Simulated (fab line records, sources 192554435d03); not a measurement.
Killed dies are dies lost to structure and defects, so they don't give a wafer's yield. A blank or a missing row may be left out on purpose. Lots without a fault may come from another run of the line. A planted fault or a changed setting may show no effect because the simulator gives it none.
Chamber matching | flow n5_finfet | N5_BEOL_M7_CURE_74 on uv_cure-02: 3 sister chambers
The step cures SiCOH lowk, time 240 s. 24 wafers are shown with their chamber, then 12 later ones without.

WAFERS WITH THEIR CHAMBER
wafer  | chamber | wafer_temp_C_max | lamp_power_pct (%)
L076.1 | 0       | 386.5            | 52.20
L076.4 | 0       | 386.9            | 52.42
L076.6 | 0       | 386.4            | 52.25
L075.1 | 1       | 385.7            | 52.31
L075.3 | 1       | 386.2            | 52.31
L075.4 | 1       | 385.6            | 52.30
L075.2 | 1       | 386.8            | 52.32
L075.5 | 1       | 386.0            | 52.33
L075.6 | 1       | 386.0            | 52.31
L078.3 | 2       | 387.6            | 52.32
L078.4 | 2       | 387.5            | 52.29
L078.6 | 2       | 386.8            | 52.27
L081.2 | 2       | 387.0            | 52.32
L081.4 | 2       | 387.4            | 52.27
L081.6 | 2       | 387.1            | 52.32
L080.1 | 2       | 387.5            | 52.27
L080.2 | 2       | 387.3            | 52.40
L080.3 | 2       | 388.0            | 52.30
L086.1 | 1       | 386.0            | 52.25
L086.3 | 1       | 386.1            | 52.40
L086.5 | 1       | 385.9            | 52.26
L086.2 | 1       | 385.8            | 52.28
L086.4 | 1       | 385.9            | 52.38
L086.6 | 1       | 385.7            | 52.29

SIGNATURES (means of the wafers above)
reading          | chamber 0 | chamber 1 | chamber 2 | scatter within a chamber
wafer_temp_C_max | 386.600   | 385.975   | 387.356   | 0.327
lamp_power_pct   | 52.2900   | 52.3117   | 52.3067   | 0.054
Rule: a wafer's distance from a chamber is the root of the sum, over the readings, of the square of ((its reading less the chamber's mean) divided by the reading's scatter). The wafer belongs to the nearest chamber; if the next one is less than 2 further off, it can't be placed. The scatter: the root of (the sum of the squares of (reading less its chamber's mean) over the shown wafers, divided by (wafers less chambers)).

WAFERS WITHOUT THEIR CHAMBER
wafer  | wafer_temp_C_max | lamp_power_pct (%)
L088.1 | 386.8            | 52.23
L088.2 | 386.6            | 52.35
L088.3 | 387.6            | 52.22
L087.1 | 387.1            | 52.32
L087.2 | 386.2            | 52.30
L087.3 | 386.7            | 52.35
L089.1 | 387.0            | 52.26
L089.3 | 386.8            | 52.31
L089.4 | 386.3            | 52.24
L090.2 | 387.2            | 52.26
L090.3 | 387.2            | 52.36
L090.5 | 387.6            | 52.40

WHICH CHAMBER EACH WENT THROUGH
wafer  | from the rows above          | in truth
L088.1 | can't be placed: 0 or 2 or 1 | 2
L088.2 | can't be placed: 0 or 1 or 2 | 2
L088.3 | can't be placed: 2 or 0      | 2
L087.1 | can't be placed: 2 or 0      | 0
L087.2 | can't be placed: 1 or 0      | 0
L087.3 | can't be placed: 0 or 2 or 1 | 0
L089.1 | can't be placed: 0 or 2 or 1 | 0
L089.3 | can't be placed: 0 or 2 or 1 | 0
L089.4 | can't be placed: 0 or 1      | 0
L090.2 | can't be placed: 2 or 0      | 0
L090.3 | can't be placed: 2 or 0      | 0
L090.5 | can't be placed: 2 or 0      | 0
Placed correctly: 0 of 12. Can't be placed from these rows: 12 (the true chamber is among the candidates in 12). Placed wrongly: 0.
